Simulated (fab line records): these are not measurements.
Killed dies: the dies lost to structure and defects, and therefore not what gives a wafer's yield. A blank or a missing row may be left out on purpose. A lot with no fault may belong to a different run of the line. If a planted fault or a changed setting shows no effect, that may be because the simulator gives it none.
Code-filled problem report in 8D (eight disciplines) form    flow n5Finfet    the parts of the form that need people (team, actions taken, sign-off) are left out

## 1. WHAT WENT WRONG
plateTempC at N5_BEOL_M14_COAT_65 reads a mean of 237.54 C on 6 wafers of 2 lots; wafers without a fault read 249.99 C with a standard deviation of 0.18. That puts it -69 standard deviations away from the usual mean.
The step: time 60 s, resist thk 450 nm.
Earliest sighting: wafer L613.2 on lithoTrack-01 at day 16 07:41. At this step, 18 wafers from 6 lots have a number in the record. Rule for "out", or "out of limits": more than 4 standard deviations from the usual mean. The other wafers with a number count as sound.

## 2. WHAT IT IS; WHAT IT IS NOT
question                     is                             is not
which readings at this step  plateTempC, heaterPowerTotalW  -
which lots                   L613, L615                     L596, L603, L617, L618
which wafers of those lots   all that have a number         -
read on which tools          lithoTrack-01                  lithoTrack-03
when                         from day 16 07:41              up to then (6 sound wafers); but 6 sound wafers of L617, L618 came after

## 3. SUSPECTS, AND WHAT RULES EACH OUT
Counting: a tool at a process step up to the reading stays a suspect if it ran every lot that is out and no sound lot after the first of them.
- lithoTrack-01 at N5_BEOL_M14_COAT_65 (time 60 s, resist thk 450 nm): kept. It ran every lot that is out, first L613 (day 16 07:41), and no sound lot after that; its last sound lot up to then is L596 (day 12 12:08). On those wafers its own readings are out: heaterPowerTotalW, plateTempC.
Remaining after the count: lithoTrack-01 at N5_BEOL_M14_COAT_65.

## 4. THE CAUSE (what the simulator had put in)
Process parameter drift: lithoTrack-01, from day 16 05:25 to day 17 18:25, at N5_BEOL_M14_COAT_65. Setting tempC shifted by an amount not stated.
Only this tool survived the counting.

## 5. SEQUENCE OF EFFECTS, ordered by route
Each row: a reading whose mean over the struck wafers that have a number lies more than 3 standard deviations from the usual. Readings are gone through only where the record gives a usual standard deviation; hours: the median, over the lots, of the time from a lot's start at the first step in this table giving one to that lot's start at this step; sigmas: the change measured in usual standard deviations.
hours  step                 reading            usual     on struck wafers  change  sigmas
0      N5_BEOL_M14_COAT_65  heaterPowerTotalW  500.6 W   470.3             -30.3   -17
0      N5_BEOL_M14_COAT_65  plateTempC         249.99 C  237.54            -12.45  -69
The process steps in it:
- N5_BEOL_M14_COAT_65: time 60 s, resist thk 450 nm.

## 6. WHAT WOULD HAVE CAUGHT IT SOONER
In this record the first reading out of limits was taken at day 16 07:41, 2 hours after the fault began at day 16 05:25.
